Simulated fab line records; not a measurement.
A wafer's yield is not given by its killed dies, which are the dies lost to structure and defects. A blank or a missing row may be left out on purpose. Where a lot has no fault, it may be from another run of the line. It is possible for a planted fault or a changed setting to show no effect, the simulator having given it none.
Matching of chambers	flow nand harc	4 sister chambers for NHARC_P_M2_ETCH_35 on rie diel-01
The step etches the open film in N2/H2, target depth 40 nm, overetch 12 nm, time 43.94 s. 8 wafers are shown with their chamber, then 12 later ones without.

WAFERS WITH THEIR CHAMBER
wafer	chamber	drypump motor current A (A)	rf vpp V (V)
L079.6	3	5.5	435
L085.2	2	6.1	427
L086.3	0	5.3	428
L086.4	1	6.3	429
L086.5	1	6.2	426
L092.1	2	6.1	426
L092.3	3	5.6	434
L092.5	0	5.3	428

WAFERS WITH NO CHAMBER GIVEN
wafer	drypump motor current A (A)	rf vpp V (V)
L093.2	5.3	425
L093.3	5.3	427
L093.6	5.6	434
L095.1	5.6	433
L095.4	6.3	428
L095.5	6.1	426
L097.1	5.3	425
L097.2	5.6	434
L097.3	6.1	426
L096.2	5.6	434
L096.4	5.3	426
L096.5	6.2	428

EACH ONE'S CHAMBER
wafer	from the rows above	in truth
L093.2	0	0
L093.3	0	0
L093.6	3	3
L095.1	3	3
L095.4	1	1
L095.5	2	2
L097.1	0	0
L097.2	3	3
L097.3	2	2
L096.2	3	3
L096.4	0	0
L096.5	can't be placed: 1 or 2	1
11 of 12 placed correctly. Not placeable from these rows: 1 (in 1, the candidates include the true chamber). Number placed wrongly: 0.
How it was worked out, from the rows above alone: a wafer's distance from a chamber is the root of the sum, over the readings, of the square of ((its reading less the chamber's mean) divided by the reading's scatter). The wafer belongs to the nearest chamber; if the next one is less than 2 further off, it can't be placed. For every chamber, the mean is computed from those of its wafers that are shown. The scatter: take each reading less its chamber's mean, square it, sum over the shown wafers, divide by the number of wafers less the number of chambers, and take the root.
